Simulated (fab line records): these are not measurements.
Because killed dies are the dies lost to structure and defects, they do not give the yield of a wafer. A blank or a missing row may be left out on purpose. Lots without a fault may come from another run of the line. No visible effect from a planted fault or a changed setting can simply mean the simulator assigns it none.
Problem report in the 8D (eight disciplines) form, filled by code    flow n5 finfet    the parts of the form that need people (team, actions taken, sign-off) are left out

## 1. WHAT IS WRONG
Wafers without a fault read 63.0 s, standard deviation 2.5; time to endpoint s at N5_BEOL_M5_CMP_52 reads a mean of 3.5 s on 6 wafers belonging to 2 lots. That puts it -24 standard deviations away from the usual mean.
The step: polishes, stops on SiCOH lowk, t overpolish 6.9 s, target thk 62 nm.
Earliest sighting: wafer L692.4 on cmp-04 at day 12 11:58. The record has a number at this step for 30 wafers belonging to 10 lots. Rule for "out", or "out of limits": more than 4 standard deviations from the usual mean. The other wafers with a number count as sound.

## 2. WHAT THIS IS AND IS NOT
question                     is                      is not
which readings at this step  time to endpoint s      clearing platen down force psi, edge zone pressure frac, motor current A
which lots                   L692, L694              L675, L676, L679, L683, L688, L696, L697, L698
which wafers of those lots   all that have a number  -
read on which tools          cmp-01, cmp-04          cmp-02
when                         from day 12 11:58       up to then (15 sound wafers); but 9 sound wafers of L696, L697, L698 came after

## 3. SUSPECTS, AND WHAT RULES EACH OUT
Counting: a tool stays on the suspect list if, at a process step up to the reading, it processed all lots that are out and no sound lot following the first of them.
- ecd cu-01 at N5_BEOL_M5_ECD_50 (material Cu, target thk 300 nm): ruled out as a lasting fault. Following L692 (day 12 11:36), the first lot on it that is out, the sound lots L697, L698 were run on it.
- rtp anneal-01 at N5_BEOL_M5_ANNEAL_51 (time 90 s): ruled out as a lasting fault. Following L692 (day 12 11:46), the first lot on it that is out, the sound lots L696 were run on it.
Left after counting: nothing in the record.

## 4. THE CAUSE (what the simulator had put in)
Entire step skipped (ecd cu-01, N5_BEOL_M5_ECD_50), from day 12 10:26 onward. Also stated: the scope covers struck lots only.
The count ruled it out by mistake, since the rule takes a fault to strike every lot its tool runs from the start of the fault on, and this one did not do so.

## 5. SEQUENCE OF EFFECTS, ordered by route
One row per reading whose mean, taken over the struck wafers that have a number, lies over 3 standard deviations from the usual. Only readings for which the record gives a usual standard deviation are gone through. hours: the time from each lot's start at the first step in this table that gives one to its start at this step, as a median over the lots. sigmas: the change in usual standard deviations.
hours  step                     reading               usual   on struck wafers  change  sigmas
0      N5_BEOL_M5_CMP_52        time to endpoint s    63.0 s  3.5               -59.5   -24
90     N5_PASSIVATION_PROBE_49  defect limited yield  91.3 %  0.0               -91.3   -61
90     N5_PASSIVATION_PROBE_49  killed_at_M4_up       13      1102              +1089   +99 or more
90     N5_PASSIVATION_PROBE_49  killed dies           103     1180              +1077   +63
90     N5_PASSIVATION_PROBE_49  killed on rim         13      152               +139    +33
90     N5_PASSIVATION_PROBE_49  sort_bin_5_function   5.0 %   97.0              +92.0   +94
90     N5_PASSIVATION_PROBE_49  sort n pass           1077    0                 -1077   -63
90     N5_PASSIVATION_PROBE_49  sort yield pct        91.3 %  0.0               -91.3   -61
Process steps it contains:
- N5_BEOL_M5_CMP_52: polishes, stops on SiCOH lowk, t overpolish 6.9 s, target thk 62 nm.
- N5_PASSIVATION_PROBE_49

## 6. WHAT WOULD HAVE CAUGHT IT SOONER
In this record no reading fell out of limits until day 12 11:58, 2 hours after the fault had begun at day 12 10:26.
